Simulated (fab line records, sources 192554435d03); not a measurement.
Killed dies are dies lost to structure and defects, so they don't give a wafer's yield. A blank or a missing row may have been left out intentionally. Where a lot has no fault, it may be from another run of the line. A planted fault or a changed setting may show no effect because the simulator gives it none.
fab line records	flow n5-finfet
[record] lots = 7	wafers = 21
route steps=1938 shown WELL_APT@25 FIN_SAQP@96 FIN_CUT@160 DUMMY_GATE@215
start-h: start of the lot's first displayed wafer, in hours after the record's first day	wait-h: hours from the lot's prior step to this one	" repeats the value in the row above	L1.1+2: a single row standing in for several wafers	- no value, or no start given	* or withheld: withheld	< > ~ a bound
route shown NAME@n: NAME is a module with steps in the file, n the number in the route of the first one	usual: mean/standard deviation taken from wafers without a fault	same: alike in all rows	chamber/n: place in a boat	sites: per-site readings	_std_site: the values' standard deviation	_edge_site: outer sites' mean less inner sites'	radius-mm: how far each site lies from the wafer's centre	mask NAME#n: copy n	behind: the most recent tool/chamber to have shaped the wafer	hold: what put the lot on hold/how long, in hours/how the hold closed	device: transistor that didn't switch, given as n, p or np	end of line: tests of these same wafers at the route's end	step lacking rows: just its recipe	killed: at the first sort, the dies lost to defects and structure; wafer yield is something else	map: per-die view of a wafer (x killed, . not killed, _ where there is no die)
set.NAME: the setting as run; set.NAME@STEP: as run at that earlier step	model.NAME: the simulator's own value behind a step, which no gauge read
lots with deliberately changed settings; one table per step, one row per wafer
[[steps]]
[step N5_WELL_APT_PEB_06]
[recipe] peb-temp-c = 130	peb-time-s = 90
lot.wafer	tool	chamber	start-h	wait-h	set.peb-time-s
L074.1+3	litho-track-02	0	13.46	0.1	90
L074.5	"	0	"	"	96.43
L078.3	litho-track-02	0	37.99	0.0	90
L078.4+5	"	0	"	"	101.9
L079.1+4+5	litho-track-02	0	43.79	0.1	90
L086.3+6	litho-track-01	0	85.59	0.0	90
L086.4	"	0	"	"	78.89
L090.1+5	litho-track-01	0	109.53	0.1	90
L090.6	"	0	"	"	73.2
L091.1+5	litho-track-02	0	115.69	0.1	90
L091.3	"	0	"	"	81.89
L094.1	litho-track-04	0	133.44	0.1	74.19
L094.3+6	"	0	"	"	90
[step N5_WELL_APT_DEVELOP_07]
[recipe] develop-time-s = 45	rinse-liquid = surfactant-rinse	dry = air-spin	dev-temp-c = 21
lot.wafer	tool	chamber	start-h	wait-h	set.develop-time-s
L074.1+3	litho-track-02	0	-	-	53.9
L074.5	"	0	"	"	45
L078.3+5	litho-track-02	0	-	-	53.17
L078.4	"	0	"	"	45
L079.1+4+5	litho-track-02	0	-	-	45
L086.3+6	litho-track-01	0	-	-	45
L086.4	"	0	"	"	39.22
L090.1+5	litho-track-01	0	-	-	53.58
L090.6	"	0	"	"	45
L091.1+3+5	litho-track-02	0	-	-	45
L094.1+6	litho-track-04	0	-	-	45
L094.3	"	0	"	"	52.66
[step N5_WELL_APT_HARDBAKE_12]
[recipe] temp-c = 130	time-s = 120
[step N5_WELL_APT_CD_MEAS_08]
[recipe] target-cd-nm = 200	landing-energy-ev = 500	detector = se-inlens
[usual] cd-nm = 198.7/2.1
lot.wafer	tool	chamber	start-h	wait-h	set.peb-time-s@WELL_APT_PEB_06	cd-nm
L074.1	cd-sem-01	0	13.57	-	90	201.6
L074.3	"	0	"	"	90	201.7
L074.5	"	0	"	"	96.43	201.2
L078.3	cd-sem-02	0	38.11	-	90	199.0
L078.4	"	0	"	"	101.9	204.2
L078.5	"	0	"	"	101.9	206.3
L079.1	cd-sem-03	0	43.91	-	90	202.3
L079.4	"	0	"	"	90	202.5
L079.5	"	0	"	"	90	199.9
L086.3	cd-sem-01	0	85.71	-	90	199.7
L086.4	"	0	"	"	78.89	193.7
L086.6	"	0	"	"	90	196.4
L090.1	cd-sem-01	0	109.65	-	90	197.2
L090.5	"	0	"	"	90	199.8
L090.6	"	0	"	"	73.2	191.4
L091.1	cd-sem-01	0	115.81	-	90	199.2
L091.3	"	0	"	"	81.89	196.4
L091.5	"	0	"	"	90	201.0
L094.1	cd-sem-01	0	133.56	-	74.19	189.8
L094.3	"	0	"	"	90	196.0
L094.6	"	0	"	"	90	199.0
[step N5_WELL_APT_DESCUM_13]
[recipe] chemistry = O2	time-s = 7.9	source-power-w = 50	bias-power-w = 20	pressure-mtorr = 20	rf-frequency-hz = 2.712e+07	temp-c = 40	o2-flow-sccm = 225
lot.wafer	tool	chamber	start-h	wait-h	set.peb-time-s@WELL_APT_PEB_06	model.WELL_APT.cd-nm
L074.1	rie-diel-01	3	13.66	0.0	90	201.4
L074.3	"	2	"	"	90	201.7
L074.5	"	1	"	"	96.43	201.5
L078.3	rie-diel-02	1	38.41	0.2	90	198.5
L078.4	"	3	"	"	101.9	203.8
L078.5	"	1	"	"	101.9	205.6
L079.1	rie-diel-05	1	44.03	0.1	90	202.2
L079.4	"	2	"	"	90	202.6
L079.5	"	2	"	"	90	200
L086.3	rie-diel-05	2	85.79	0.0	90	199.5
L086.4	"	3	"	"	78.89	194.1
L086.6	"	0	"	"	90	196.5
L090.1	rie-diel-05	0	109.76	0.1	90	197.1
L090.5	"	3	"	"	90	199.9
L090.6	"	0	"	"	73.2	191.4
L091.1	rie-diel-05	0	116.49	0.6	90	199.3
L091.3	"	3	"	"	81.89	196.6
L091.5	"	1	"	"	90	200.9
L094.1	rie-diel-02	1	133.69	0.1	74.19	189.1
L094.3	"	2	"	"	90	195.9
L094.6	"	2	"	"	90	198.8
[step N5_FIN_SAQP_HM_DEP_03]
[recipe] material = SiNx	target-thk-a = 380	temp-c = 400	precursor = SiH4/NH3/N2	pressure-torr = 1.5	rf-w = 300	time-s = 33.6
lot.wafer	tool	chamber	start-h	wait-h	set.time-s	model.SiNx_of_FIN_SAQP_HM_DEP_03.thk-nm
L074.1	pecvd-03	0	21.34	0.2	33.6	37.61
L074.3	"	0	"	"	33.6	38.69
L074.5	"	1	"	"	33.6	38.01
L078.3	pecvd-01	2	47.34	0.1	33.6	37.02
L078.4	"	0	"	"	31.42	34.68
L078.5	"	2	"	"	31.42	35.12
L079.1	pecvd-03	1	51.30	0.2	33.6	37.59
L079.4	"	2	"	"	33.6	37.72
L079.5	"	1	"	"	33.6	37.85
L086.3	pecvd-04	2	93.29	0.1	36.55	41.78
L086.4	"	2	"	"	33.6	38.16
L086.6	"	1	"	"	36.55	42.58
L090.1	pecvd-01	0	116.47	0.2	33.6	36.63
L090.5	"	2	"	"	35.39	39.75
L090.6	"	1	"	"	35.39	39.53
L091.1	pecvd-03	0	128.38	0.2	33.6	38.02
L091.3	"	1	"	"	33.6	37.56
L091.5	"	1	"	"	33.6	38.32
L094.1	pecvd-01	2	140.43	0.2	38.49	43.18
L094.3	"	1	"	"	38.49	42.73
L094.6	"	0	"	"	38.49	43.36
[step N5_FIN_SAQP_THK_MEAS_05]
[usual] thk-nm = 37.9/0.67
lot.wafer	tool	chamber	start-h	wait-h	set.time-s@FIN_SAQP_HM_DEP_03	thk-nm
L074.1	film-metro-02	-	21.45	0.1	33.6	37.6
L074.3	"	-	"	"	33.6	38.7
L074.5	"	-	"	"	33.6	38.0
L078.3	film-metro-01	-	47.43	0.1	33.6	37.0
L078.4	"	-	"	"	31.42	34.6
L078.5	"	-	"	"	31.42	35.1
L079.1	film-metro-02	-	51.39	0.1	33.6	37.6
L079.4	"	-	"	"	33.6	37.7
L079.5	"	-	"	"	33.6	37.8
L086.3	film-metro-02	-	93.37	0.1	36.55	41.7
L086.4	"	-	"	"	33.6	38.2
L086.6	"	-	"	"	36.55	42.5
L090.1	film-metro-01	-	116.55	0.1	33.6	36.7
L090.5	"	-	"	"	35.39	39.8
L090.6	"	-	"	"	35.39	39.5
L091.1	film-metro-02	-	128.47	0.1	33.6	38.0
L091.3	"	-	"	"	33.6	37.5
L091.5	"	-	"	"	33.6	38.3
L094.1	film-metro-01	-	140.52	0.1	38.49	43.2
L094.3	"	-	"	"	38.49	42.7
L094.6	"	-	"	"	38.49	43.3
[step N5_FIN_SAQP_EXPOSE_13]
[recipe] mask-id = FIN_CORE	na = 1.35	source-shape = dipole	sigma-inner = 0.538	sigma-outer = 0.738	polarization = te	target-cd-nm = 35.6	dose-mj = 63.25
lot.wafer	tool	chamber	start-h	wait-h	mask	set.dose-mj
L074.1+3+5	arfi-scanner-01	0	22.04	-	FIN_CORE#0	64.44
L078.3+4+5	arfi-scanner-02	0	48.00	-	FIN_CORE#0	63.25
L079.1+4+5	arfi-scanner-01	0	51.95	-	FIN_CORE#0	63.25
L086.3+4	arfi-scanner-01	0	93.95	-	FIN_CORE#0	61.01
L086.6	"	0	"	"	FIN_CORE#0	63.25
L090.1+5	arfi-scanner-03	0	117.12	-	FIN_CORE#0	63.25
L090.6	"	0	"	"	FIN_CORE#0	67.44
L091.1+5	arfi-scanner-03	0	129.00	-	FIN_CORE#0	63.25
L091.3	"	0	"	"	FIN_CORE#0	59.28
L094.1+3+6	arfi-scanner-02	0	141.08	-	FIN_CORE#0	63.25
[step N5_FIN_SAQP_PEB_14]
[recipe] peb-temp-c = withheld	peb-time-s = 60	resist = CAR-ArF
[step N5_FIN_SAQP_DEVELOP_15]
[recipe] develop-time-s = 30	developer = TMAH	resist = CAR-ArF	dev-temp-c = 23	rinse-liquid = diw	dry = air-spin
[step N5_FIN_SAQP_ETCH_57]
[recipe] chemistry = CH3F/O2	target = SiNx	mask-material = SiO2	target-depth-a = 325	time-s = 46.4	pressure-mtorr = 30	source-w = 395	bias-w = 73	Ar_flow_sccm = 150	CH3F_flow_sccm = 30	O2_flow_sccm = 20	ion-energy-ev = 120	ends = cleared
[step N5_FIN_SAQP_ETCH_65]
[recipe] chemistry = CF4	target = SiO2	target-depth-a = 40	ion-energy-ev = 350	time-s = 4.4	pressure-mtorr = 10	icp-w = 800	bias-w = 400	cf4-flow-sccm = 80
[step N5_FIN_SAQP_MANDREL_ETCH_58]
[recipe] chemistry = HBr/Cl2	target = a-Si	target-depth-a = 450	bt-time-s = 10	stop-on = SiNx	mask-material = SiO2	over-etch-frac = 0.8	time-s = 27	pressure-mtorr = 10	icp-w = 800	bias-w = 75	HBr_flow_sccm = 150	Cl2_flow_sccm = 80	ends = end-point
lot.wafer	tool	chamber	start-h	wait-h	set.time-s@FIN_SAQP_HM_DEP_03	model.SiNx_of_FIN_SAQP_HM_DEP_03.thk-nm
L074.1	rie-si-03	1	24.49	0.0	33.6	37.61
L074.3	"	3	"	"	33.6	38.6
L074.5	"	2	"	"	33.6	38
L078.3	rie-si-05	3	50.45	0.0	33.6	37
L078.4	"	0	"	"	31.42	34.68
L078.5	"	3	"	"	31.42	35
L079.1	rie-si-02	1	54.37	0.0	33.6	37.59
L079.4	"	2	"	"	33.6	37.6
L079.5	"	2	"	"	33.6	37.8
L086.3	rie-si-02	2	97.50	0.0	36.55	41.6
L086.4	"	3	"	"	33.6	38.2
L086.6	"	2	"	"	36.55	42.4
L090.1	rie-si-02	0	120.35	0.0	33.6	36.2
L090.5	"	3	"	"	35.39	39.6
L090.6	"	0	"	"	35.39	39
L091.1	rie-si-05	3	131.63	0.0	33.6	38
L091.3	"	1	"	"	33.6	37.6
L091.5	"	0	"	"	33.6	38.32
L094.1+6	rie-si-03	2	144.49	0.0	38.49	43.2
L094.3	"	0	"	"	38.49	42.6
[step N5_FIN_SAQP_RECESS_63]
[recipe] chemistry = HF/NH3	target = SiO2	target-depth-a = 180	afs-cycles = 3	temp-c = 30	sublimation-temp-c = 180	sublimation-time-s = 60
[step N5_FIN_SAQP_COAT_68]
[recipe] resist = SOC	temp-c = 250	time-s = 60	spin-rpm = 1500	resist-thk-nm = 100
[step N5_FIN_SAQP_SPACER2_ALD_28]
[recipe] material = SiO2	target-thk-a = 81	temp-c = 300	ald-precursor-family = BDEAS	ald-co-reactant = O2-plasma	pulse-time-s = 1	purge-time-s = 2	co-reactant-purge-time-s = 2	pressure-torr = 2
[step N5_FIN_SAQP_SPACER2_ETCHBACK_29]
[recipe] chemistry = CHF3/O2	mode = anisotropic-etchback	target = SiO2	target-depth-a = 122	time-s = 6.1	pressure-mtorr = 30	source-w = 650	bias-w = 170	Ar_flow_sccm = 200	CHF3_flow_sccm = 50	O2_flow_sccm = 5	ion-energy-ev = 200
[step N5_FIN_SAQP_MANDREL2_REMOVE_60]
[recipe] chemistry = HBr/Cl2/O2	bt-time-s = 10	target = a-Si	stop-on = SiNx	endpoint = OES-SiCl	over-etch-frac = 1	icp-w = 600	bias-w = 22	HBr_flow_sccm = 150	Cl2_flow_sccm = 80	O2_flow_sccm = 5	pressure-mtorr = 10
lot.wafer	tool	chamber	start-h	wait-h	set.time-s@FIN_SAQP_HM_DEP_03	model.SiNx_of_FIN_SAQP_HM_DEP_03.thk-nm
L074.1	rie-si-03	0	25.86	0.1	33.6	37
L074.3	"	3	"	"	33.6	38
L074.5	"	3	"	"	33.6	37.4
L078.3	rie-si-03	3	51.72	0.1	33.6	36.4
L078.4	"	0	"	"	31.42	34
L078.5	"	3	"	"	31.42	34.4
L079.1+4	rie-si-02	3,2	56.92	0.1	33.6	37
L079.5	"	2	"	"	33.6	37.2
L086.3	rie-si-02	0	99.19	0.1	36.55	41
L086.4	"	2	"	"	33.6	37.4
L086.6	"	1	"	"	36.55	41.8
L090.1	rie-si-05	0	121.60	0.1	33.6	35.6
L090.5	"	3	"	"	35.39	39
L090.6	"	2	"	"	35.39	38.4
L091.1	rie-si-03	2	133.39	0.1	33.6	37.4
L091.3	"	1	"	"	33.6	37
L091.5	"	3	"	"	33.6	37.6
L094.1	rie-si-03	0	145.89	0.1	38.49	42.4
L094.3	"	2	"	"	38.49	42
L094.6	"	0	"	"	38.49	42.6
[step N5_FIN_SAQP_HM_OPEN_33]
[recipe] chemistry = CH3F/O2	target = SiNx	mask-material = SiO2	target-depth-a = 494	time-s = 70.6	pressure-mtorr = 30	source-w = 395	bias-w = 73	Ar_flow_sccm = 150	CH3F_flow_sccm = 30	O2_flow_sccm = 20	ion-energy-ev = 120	ends = cleared
lot.wafer	tool	chamber	start-h	wait-h	set.time-s@FIN_SAQP_HM_DEP_03	model.etch.depth-nm
L074.1	rie-diel-02	3	26.12	0.1	33.6	36.98
L074.3	"	0	"	"	33.6	38.01
L074.5	"	1	"	"	33.6	37.32
L078.3	rie-diel-02	3	51.88	0.0	33.6	36.35
L078.4	"	0	"	"	31.42	34.06
L078.5	"	0	"	"	31.42	34.45
L079.1	rie-diel-02	2	57.08	0.0	33.6	36.96
L079.4	"	0	"	"	33.6	37.02
L079.5	"	3	"	"	33.6	37.14
L086.3	rie-diel-05	3	99.38	0.1	36.55	41.07
L086.4	"	2	"	"	33.6	37.48
L086.6	"	3	"	"	36.55	41.87
L090.1	rie-diel-01	3	121.76	0.0	33.6	35.52
L090.5	"	3	"	"	35.39	39.06
L090.6	"	2	"	"	35.39	38.41
L091.1	rie-diel-01	0	133.57	0.1	33.6	37.35
L091.3	"	2	"	"	33.6	36.92
L091.5	"	3	"	"	33.6	37.69
L094.1	rie-diel-01	1	146.43	0.4	38.49	42.49
L094.3	"	0	"	"	38.49	42.04
L094.6	"	3	"	"	38.49	42.67
[step N5_FIN_SAQP_ETCH_34]
[recipe] chemistry = C4F6/O2	target = SiO2	target-depth-a = 450	time-s = 15	ion-energy-ev = 250	pressure-mtorr = 30	source-w = 345	bias-w = 185	Ar_flow_sccm = 300	C4F6_flow_sccm = 10	O2_flow_sccm = 10	ends = cleared
[step N5_FIN_SAQP_STRIP_77]
[recipe] chemistry = N2/H2	time-s = 90	power-w = 100	temp-c = 40	pressure-mtorr = 100	rf-frequency-hz = 6e+07	bias-power-w = 3	n2-flow-sccm = 300	h2-flow-sccm = 300
[step N5_FIN_SAQP_ETCH_64]
[recipe] chemistry = CF4	target = SiO2	target-depth-a = 15	ion-energy-ev = 350	pressure-mtorr = 10	icp-w = 800	bias-w = 400	cf4-flow-sccm = 80
[step N5_FIN_SAQP_FIN_ETCH_36]
[recipe] chemistry = HBr/Cl2/O2	target-depth-a = 1200	mask-material = SiNx	time-s = 50.4	bias-w = 102	pressure-mtorr = 10	icp-w = 800	HBr_flow_sccm = 150	Cl2_flow_sccm = 80	O2_flow_sccm = 12
lot.wafer	tool	chamber	start-h	wait-h	set.time-s@FIN_SAQP_HM_DEP_03	model.SiNx_of_FIN_SAQP_HM_DEP_03.thk-nm
L074.1	rie-si-05	3	26.40	0.0	33.6	21
L074.3	"	2	"	"	33.6	22
L074.5	"	1	"	"	33.6	20.8
L078.3	rie-si-05	0	52.16	0.0	33.6	20.6
L078.4	"	2	"	"	31.42	18
L078.5	"	0	"	"	31.42	18.6
L079.1	rie-si-03	0	57.37	0.0	33.6	21.2
L079.4	"	0	"	"	33.6	21
L079.5	"	2	"	"	33.6	20.8
L086.3	rie-si-05	0	99.66	0.0	36.55	25.4
L086.4	"	2	"	"	33.6	21.6
L086.6	"	0	"	"	36.55	26.2
L090.1	rie-si-03	2	122.05	0.0	33.6	19.4
L090.5	"	3	"	"	35.39	22.8
L090.6	"	1	"	"	35.39	22.4
L091.1+5	rie-si-05	0,2	133.86	0.0	33.6	21.4
L091.3	"	3	"	"	33.6	21
L094.1	rie-si-02	1	146.71	0.0	38.49	25.8
L094.3	"	2	"	"	38.49	25.4
L094.6	"	3	"	"	38.49	26.8
[step N5_FIN_CUT_EXPOSE_05]
[recipe] mask-id = FIN_CUT	na = 0.33	source-shape = annular	sigma-inner = 0.35	sigma-outer = 0.8	polarization = unpolarized	dose-mj = 45.75
lot.wafer	tool	chamber	start-h	wait-h	mask	set.dose-mj
L074.1+5	euv-scanner-01	0	26.94	-	FIN_CUT#0	45.75
L074.3	"	0	"	"	FIN_CUT#0	48.58
L078.3	euv-scanner-02	0	52.73	-	FIN_CUT#0	43.76
L078.4+5	"	0	"	"	FIN_CUT#0	45.75
L079.1+4+5	euv-scanner-02	0	57.79	-	FIN_CUT#0	45.75
L086.3	euv-scanner-01	0	100.22	-	FIN_CUT#0	48.1
L086.4+6	"	0	"	"	FIN_CUT#0	45.75
L090.1+5+6	euv-scanner-01	0	122.50	-	FIN_CUT#0	45.75
L091.1+3	euv-scanner-01	0	134.27	-	FIN_CUT#0	47.04
L091.5	"	0	"	"	FIN_CUT#0	45.75
L094.1+6	euv-scanner-01	0	147.26	-	FIN_CUT#0	45.75
L094.3	"	0	"	"	FIN_CUT#0	42.85
[step N5_FIN_CUT_PEB_06]
[recipe] peb-temp-c = 100	peb-time-s = 60	resist = CAR-EUV
[step N5_FIN_CUT_DEVELOP_07]
[recipe] develop-time-s = 30	developer = TMAH	resist = CAR-EUV	rinse-liquid = surfactant-rinse	dry = air-spin	dev-temp-c = 23
[step N5_FIN_CUT_DESCUM_13]
[recipe] chemistry = O2	time-s = 7	source-power-w = 50	bias-power-w = 20	pressure-mtorr = 20	rf-frequency-hz = 2.712e+07	temp-c = 40	resist = CAR-EUV	o2-flow-sccm = 225
[step N5_FIN_CUT_ETCH_30]
[recipe] chemistry = N2/H2	target = underlayer	target-depth-a = 130	mask-material = CAR-EUV	time-s = 10.4	ion-energy-ev = 200	pressure-mtorr = 30	source-w = 840	bias-w = 150	n2-flow-sccm = 200	h2-flow-sccm = 200	ends = cleared
lot.wafer	tool	chamber	start-h	wait-h	set.dose-mj@FIN_CUT_EXPOSE_05	model.FIN_CUT.cd-offset-nm
L074.1	rie-diel-06	2	27.24	0.0	45.75	0
L074.3	"	1	"	"	48.58	0.8
L074.5	"	0	"	"	45.75	0.2
L078.3	rie-diel-04	3	53.00	0.0	43.76	-0.8
L078.4+5	"	2,0	"	"	45.75	0.2
L079.1+5	rie-diel-03	2,3	58.08	0.0	45.75	0.2
L079.4	"	1	"	"	45.75	0.4
L086.3	rie-diel-04	0	100.61	0.0	48.1	1
L086.4	"	2	"	"	45.75	-0.2
L086.6	"	2	"	"	45.75	0
L090.1	rie-diel-04	1	122.89	0.0	45.75	0
L090.5	"	0	"	"	45.75	0.2
L090.6	"	2	"	"	45.75	0.4
L091.1	rie-diel-06	1	134.57	0.0	47.04	0.6
L091.3	"	3	"	"	47.04	0.2
L091.5	"	2	"	"	45.75	-0.2
L094.1	rie-diel-04	3	147.55	0.0	45.75	0
L094.3	"	0	"	"	42.85	-1
L094.6	"	0	"	"	45.75	0.2
[step N5_FIN_CUT_ETCH_20]
[recipe] chemistry = CF4	target = SiARC	target-depth-a = 260	mask-material = CAR-EUV	time-s = 43.3	ion-energy-ev = 80	pressure-mtorr = 40	source-w = 545	bias-w = 36	Ar_flow_sccm = 100	cf4-flow-sccm = 100	ends = cleared
lot.wafer	tool	chamber	start-h	wait-h	set.dose-mj@FIN_CUT_EXPOSE_05	model.FIN_CUT.cd-offset-nm
L074.1+5	rie-diel-06	2,0	27.25	0.0	45.75	0
L074.3	"	1	"	"	48.58	0.6
L078.3	rie-diel-04	3	53.02	0.0	43.76	-0.6
L078.4	"	2	"	"	45.75	0.2
L078.5	"	0	"	"	45.75	0
L079.1+4	rie-diel-03	2,1	58.10	0.0	45.75	0.2
L079.5	"	3	"	"	45.75	0.4
L086.3	rie-diel-04	0	100.63	0.0	48.1	1
L086.4	"	2	"	"	45.75	-0.2
L086.6	"	2	"	"	45.75	0
L090.1	rie-diel-04	1	122.91	0.0	45.75	-0.2
L090.5	"	0	"	"	45.75	0.2
L090.6	"	2	"	"	45.75	0.4
L091.1	rie-diel-06	1	134.59	0.0	47.04	0.8
L091.3	"	3	"	"	47.04	0.2
L091.5	"	2	"	"	45.75	0
L094.1	rie-diel-04	3	147.57	0.0	45.75	0
L094.3	"	0	"	"	42.85	-1
L094.6	"	0	"	"	45.75	0.2
[step N5_DUMMY_GATE_CVD_03]
[recipe] material = a-Si	target-thk-a = 1500	temp-c = 530	precursor = SiH4	time-s = 8042
lot.wafer	tool	chamber	start-h	wait-h	set.temp-c	model.a-Si_of_DUMMY_GATE_CVD_03.thk-nm
L074.1	-	-	-	0.1	530	150.8
L074.3+5	"	-	"	"	530	149.6
L078.3	-	-	-	0.1	530	149.6
L078.4	"	-	"	"	530	149.8
L078.5	"	-	"	"	530	149
L079.1+4	lpcvd-02	1/65,1/79	69.35	0.1	530	148.2
L079.5	"	1/84	"	"	530	149.4
L086.3	-	-	-	0.1	514.2	94
L086.4	"	-	"	"	514.2	93.8
L086.6	"	-	"	"	514.2	94.2
L090.1	-	-	-	2.1	548	247.2
L090.5	"	-	"	"	548	247
L090.6	"	-	"	"	548	245.8
L091.1+5	-	-	-	0.1	538.8	192.2
L091.3	"	-	"	"	538.8	192.6
L094.1	-	-	-	0.1	549.2	254.2
L094.3	"	-	"	"	549.2	253.6
L094.6	"	-	"	"	549.2	253.4
[step N5_DUMMY_GATE_COAT_28]
[recipe] resist = underlayer	temp-c = 205	time-s = 60	spin-rpm = 1500	resist-thk-nm = 10
lot.wafer	tool	chamber	start-h	wait-h	set.spin-rpm	model.underlayer_of_DUMMY_GATE_COAT_28.thk-nm
L074.1+3	litho-track-05	0	-	-	1500	10
L074.5	"	0	"	"	1649	9.6
L078.3+4+5	litho-track-03	0	-	-	1500	10
L079.1+4+5	litho-track-04	0	-	-	1500	10
L086.3+4	litho-track-05	0	-	-	1396	10.4
L086.6	"	0	"	"	1500	10
L090.1+5	litho-track-03	0	-	-	1585	9.8
L090.6	"	0	"	"	1500	10
L091.1+5	litho-track-03	0	-	-	1500	10
L091.3	"	0	"	"	1656	9.4
L094.1	litho-track-05	0	-	-	1655	9.4
L094.3+6	"	0	"	"	1500	10
[[key]]
[split] step = N5_WELL_APT_PEB_06	setting = peb-time-s	stated = 90	by = wafer
[response] step = N5_WELL_APT_CD_MEAS_08	reading = cd-nm	change = +0.389	per = 1%	r = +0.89
[response] step = N5_WELL_APT_DESCUM_13	reading = model.WELL_APT.cd-nm	change = +0.394	per = 1%	r = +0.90
[split] step = N5_WELL_APT_DEVELOP_07	setting = develop-time-s	stated = 45	by = wafer
response none clear
[split] step = N5_FIN_SAQP_HM_DEP_03	setting = time-s	stated = 33.6	by = wafer
[response] step = N5_FIN_SAQP_HM_DEP_03	reading = model.SiNx_of_FIN_SAQP_HM_DEP_03.thk-nm	change = +0.441	per = 1%	r = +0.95
[response] step = N5_FIN_SAQP_THK_MEAS_05	reading = thk-nm	change = *	per = 1%	r = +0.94
[response] step = N5_FIN_SAQP_MANDREL_ETCH_58	reading = model.SiNx_of_FIN_SAQP_HM_DEP_03.thk-nm	change = +0.433	per = 1%	r = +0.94
[response] step = N5_FIN_SAQP_MANDREL2_REMOVE_60	reading = model.SiNx_of_FIN_SAQP_HM_DEP_03.thk-nm	change = +0.447	per = 1%	r = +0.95
[response] step = N5_FIN_SAQP_HM_OPEN_33	reading = model.etch.depth-nm	change = +0.446	per = 1%	r = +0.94
[response] step = N5_FIN_SAQP_FIN_ETCH_36	reading = model.SiNx_of_FIN_SAQP_HM_DEP_03.thk-nm	change = +0.467	per = 1%	r = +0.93
[split] step = N5_FIN_SAQP_EXPOSE_13	setting = dose-mj	stated = 63.25	by = wafer
response none clear
[split] step = N5_FIN_CUT_EXPOSE_05	setting = dose-mj	stated = 45.75	by = wafer
[response] step = N5_FIN_CUT_ETCH_30	reading = model.FIN_CUT.cd-offset-nm	change = +0.175	per = 1%	r = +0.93
[response] step = N5_FIN_CUT_ETCH_20	reading = model.FIN_CUT.cd-offset-nm	change = +0.158	per = 1%	r = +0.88
[split] step = N5_DUMMY_GATE_CVD_03	setting = temp-c	stated = 530	by = lot
[response] step = N5_DUMMY_GATE_CVD_03	reading = model.a-Si_of_DUMMY_GATE_CVD_03.thk-nm	change = +25	per = 1%	r = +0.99
[split] step = N5_DUMMY_GATE_COAT_28	setting = spin-rpm	stated = 1500	by = wafer
[response] step = N5_DUMMY_GATE_COAT_28	reading = model.underlayer_of_DUMMY_GATE_COAT_28.thk-nm	change = -0.0516	per = 1%	r = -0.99
